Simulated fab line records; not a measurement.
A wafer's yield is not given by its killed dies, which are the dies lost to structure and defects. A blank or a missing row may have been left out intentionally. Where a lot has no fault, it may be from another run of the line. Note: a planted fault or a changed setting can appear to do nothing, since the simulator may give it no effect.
Problem report, 8D (eight disciplines) form, completed by code / flow nand_harc / the parts of the form that need people (team, actions taken, sign-off) are left out

## 1. PROBLEM STATEMENT
At NHARC_END_SORT_01, killed_at_array averages 672 over 6 wafers from 2 lots, while fault-free wafers read 56, standard deviation 17. Measured from the usual mean, that is +36 standard deviations.
First seen on wafer L417.1, day 31 11:24, on prober-02. Wafers with a number at this step in the record: 6, from 2 lots. Rule for "out", or "out of limits": more than 4 standard deviations from the usual mean. All remaining wafers that have a number are taken as sound.

## 2. WHAT IT IS, WHAT IT ISN'T
question=which readings at this step; is=killed_at_array, killed_dies; is not=killed_at_other, killed_at_periphery, killed_open
question=which lots; is=L416, L417; is not=-
question=which wafers of those lots; is=all that have a number; is not=-
question=read on which gauges; is=prober-02; is not=-
question=when; is=from day 31 11:24; is not=up to then (0 sound wafers)

## 3. WHAT RULES OUT EACH SUSPECT
Counting: a tool at a process step up to the reading stays a suspect if it ran every lot that is out and no sound lot after the first of them.
- the gauge at NHARC_END_SORT_01: kept. All the wafers that are out were read on prober-02, and no step on other tools shows them out.
- har_etch-02 at NHARC_A_CHANNEL_HOLE_D1_ETCH_19 (etches the open film in C4F8/O2/Ar, time 34.5 s): kept. It ran every lot that is out, first L416 (day 15 17:09), and no sound lot after that.
- har_etch-02 at NHARC_A_CHANNEL_HOLE_D1_ETCH_21 (etches the open film in C4F8/O2/Ar, time 514.3 s, target depth 1600 nm): kept. It ran every lot that is out, first L416 (day 15 17:35), and no sound lot after that.
- har_etch-02 at NHARC_A_CHANNEL_HOLE_D1_ETCH_26 (etches the open film in C4F8/O2/Ar, time 224.1 s, target depth 300 nm): kept. It ran every lot that is out, first L416 (day 15 20:57), and no sound lot after that.
- ald_sin_batch-01 at NHARC_A_CHANNEL_FILL_D1_ALD_03 (deposits SiNx, target thk 6 nm, pulse time 60 s, ald cycles 58): kept. It ran every lot that is out, first L416 (day 16 02:29), and no sound lot after that.
Left after counting: har_etch-02 at NHARC_A_CHANNEL_HOLE_D1_ETCH_19, har_etch-02 at NHARC_A_CHANNEL_HOLE_D1_ETCH_21, har_etch-02 at NHARC_A_CHANNEL_HOLE_D1_ETCH_26, ald_sin_batch-01 at NHARC_A_CHANNEL_FILL_D1_ALD_03, prober-02 at NHARC_END_SORT_01.

## 4. THE CAUSE (what the simulator had put in)
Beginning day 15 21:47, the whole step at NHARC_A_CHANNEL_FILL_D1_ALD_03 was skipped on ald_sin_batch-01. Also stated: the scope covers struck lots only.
Counting leaves 5 suspects; this tool is one of them.

## 5. THE CHAIN OF EFFECTS, in route order
Rows list readings where the struck wafers' mean (over those with a number) sits beyond 3 standard deviations from the usual. Only readings whose record carries a usual standard deviation are examined. hours: median over the lots of the time between each lot's start at the first step of this table that gives one and its start at this step. sigmas: the change, counted in usual standard deviations.
hours=0; step=NHARC_END_SORT_01; reading=killed_at_array; usual=56; on struck wafers=672; change=+616; sigmas=+36
hours=0; step=NHARC_END_SORT_01; reading=killed_dies; usual=61; on struck wafers=677; change=+616; sigmas=+36
Readings that are blank on the struck wafers while sound wafers have them: chamber_pressure_Torr at NHARC_A_CHANNEL_FILL_D1_ALD_03; precursor_pulse_height_rel at NHARC_A_CHANNEL_FILL_D1_ALD_03.

## 6. WHAT WOULD HAVE CAUGHT IT SOONER
The first out-of-limits reading at a measuring or inspecting step in this record came at day 31 11:24, 374 hours after the fault's start at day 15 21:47.
At NHARC_A_CHANNEL_FILL_D1_ALD_03 the tool's readings are blank on the struck wafers, where sound wafers have them: an empty tool record is the first sign, and it was there at once.
All the lots that are out (2) had begun NHARC_A_CHANNEL_FILL_D1_ALD_03 on ald_sin_batch-01 by day 31 11:24. Had the tool been put on hold then, not one of them would have been saved.
